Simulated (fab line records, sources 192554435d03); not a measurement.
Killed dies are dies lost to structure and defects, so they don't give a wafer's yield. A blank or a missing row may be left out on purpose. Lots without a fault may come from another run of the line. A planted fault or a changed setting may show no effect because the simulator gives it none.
Which tool did it? | flow n5_finfet | 13 lots, 37 wafers sampled, at 2 steps of a route of 1938

WHAT THE GAUGES READ, wafer by wafer
N5_BEOL_M14_CD_MEAS_28: target cd 284.4 nm.
lot  | measured     | on        | cd_nm (nm)
L186 | day 12 01:13 | cd_sem-01 | 285.9 285.6 283.6
L188 | day 12 07:04 | cd_sem-02 | 286.6 284.4 284.4
L191 | day 12 15:38 | cd_sem-03 | 283.1 285.2 284.7
L189 | day 13 01:27 | cd_sem-01 | 284.6 282.4 283.2
L190 | day 13 12:07 | cd_sem-02 | 284.9 282.8 282.3
L192 | day 13 20:09 | cd_sem-03 | 282.8 283.9 283.7
L197 | day 14 11:30 | cd_sem-03 | 284.3 282.3 284.0
L202 | day 15 12:44 | cd_sem-03 | 285.8 285.0 283.8
L201 | day 15 19:53 | cd_sem-02 | 283.5 284.3
L203 | day 16 09:43 | cd_sem-02 | 283.8 282.7
L205 | day 16 13:07 | cd_sem-03 | 282.7 282.5 283.0
L208 | day 17 21:39 | cd_sem-02 | 283.3 284.3 285.0
L209 | day 19 14:05 | cd_sem-03 | 284.9 288.7 285.6

N5_BEOL_M14_OCD_MEAS_35.
lot  | measured     | on     | trench_depth_nm (nm)
L186 | day 12 01:55 | ocd-02 | 556 567 576
L188 | day 12 07:46 | ocd-01 | 563 581 556
L191 | day 12 16:20 | ocd-02 | 588 570 565
L189 | day 13 02:08 | ocd-01 | 532 560 534
L190 | day 13 12:48 | ocd-01 | 551 533 548
L192 | day 13 20:51 | ocd-02 | 548 525 548
L197 | day 14 12:12 | ocd-02 | 552 562 550
L202 | day 15 13:28 | ocd-01 | 545 543 544
L201 | day 15 20:40 | ocd-02 | 525 554
L203 | day 16 10:25 | ocd-01 | 525 552
L205 | day 16 13:49 | ocd-01 | 547 554 546
L208 | day 17 22:20 | ocd-02 | 561 556 562
L209 | day 19 14:52 | ocd-01 | 558 550 552

WHICH TOOL RAN EACH LOT (tool, then ch and the chambers of the sampled wafers, then the start)
The record holds no process step before these readings.

WHAT THE TOOLS THEMSELVES READ (means of the sampled wafers that have a number; where no wafer has one, the mark that the record gives instead)
The record holds no such reading with a usual standard deviation.

THE ANSWER, worked out from the rows above alone
Rule: what is usual is taken from the lots themselves. Put in order of their means at a reading, lots are off if they are a third of the lots or fewer, leave a main group of 4 or more, and stand apart from it by a gap of 3 or more times the standard deviation of the main group's means; of several such gaps the widest counts. A main group whose means are all the same, to the digits that the tables above print for the reading, isn't used. A lot without any number at a reading at which 4 lots or more have one is off too. The other lots that the step has rows for count as sound. The gauges are gone through in route order, then the tools' own readings, and for those a lot's mean is taken as printed above. The first step at which some lot is off is used, and at that step the reading that is off furthest; a lot without a number counts as furthest.
No lot is off at any reading shown: from this, nothing can be told.

WHAT THE SIMULATOR HAD PUT IN
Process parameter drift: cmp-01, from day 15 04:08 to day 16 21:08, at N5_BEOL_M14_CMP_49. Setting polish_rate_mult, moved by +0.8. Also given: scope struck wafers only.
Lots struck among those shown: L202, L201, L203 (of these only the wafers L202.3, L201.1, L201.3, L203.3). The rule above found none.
